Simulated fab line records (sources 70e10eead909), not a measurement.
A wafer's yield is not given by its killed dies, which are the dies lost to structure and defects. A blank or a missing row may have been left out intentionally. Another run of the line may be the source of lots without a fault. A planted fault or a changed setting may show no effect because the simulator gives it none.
Matching of chambers -- flow nandHarc -- pecvd-01 running NHARC_A_STAIRCASE_DEP_301: 3 sister chambers
The step deposits SiON, target thk 30 nm. 6 wafers are shown with their chamber, then 9 later ones without.

WAFERS, EACH WITH ITS CHAMBER
wafer,chamber,heaterPowerW (W),rfFwdPowerW (W)
L082.3,2,906,348.2
L082.5,0,734,347.5
L082.6,2,935,347.8
L081.2,1,611,349.1
L081.4,0,668,349.6
L081.5,1,595,349.9

WAFERS WITHOUT THEIR CHAMBER
wafer,heaterPowerW (W),rfFwdPowerW (W)
L085.1,748,347.6
L085.2,560,347.7
L085.3,889,348.9
L089.2,642,350.1
L089.3,605,348.6
L089.5,656,347.3
L094.1,716,348.5
L094.3,887,347.5
L094.5,695,348.1

THE CHAMBER EACH PASSED THROUGH
wafer,from the rows above,in truth
L085.1,0,0
L085.2,1,1
L085.3,2,2
L089.2,can't be placed: 1 or 0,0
L089.3,1,1
L089.5,can't be placed: 0 or 1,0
L094.1,0,0
L094.3,2,2
L094.5,0,0
7 of 9 placed correctly. These rows do not allow placing 2 (true chamber among the candidates in 2). Placed wrongly: 0.
How it was worked out, from the rows above alone: a wafer's distance from a chamber is the root of the sum, over the readings, of the square of ((its reading less the chamber's mean) divided by the reading's scatter). If the next closest chamber is less than 2 further off than the closest, the wafer can't be placed; otherwise it belongs to the closest. For every chamber, the mean is computed from those of its wafers that are shown. The scatter is the square root of a quotient: the sum, over the shown wafers, of each reading's squared deviation from its chamber's mean, divided by wafers minus chambers.
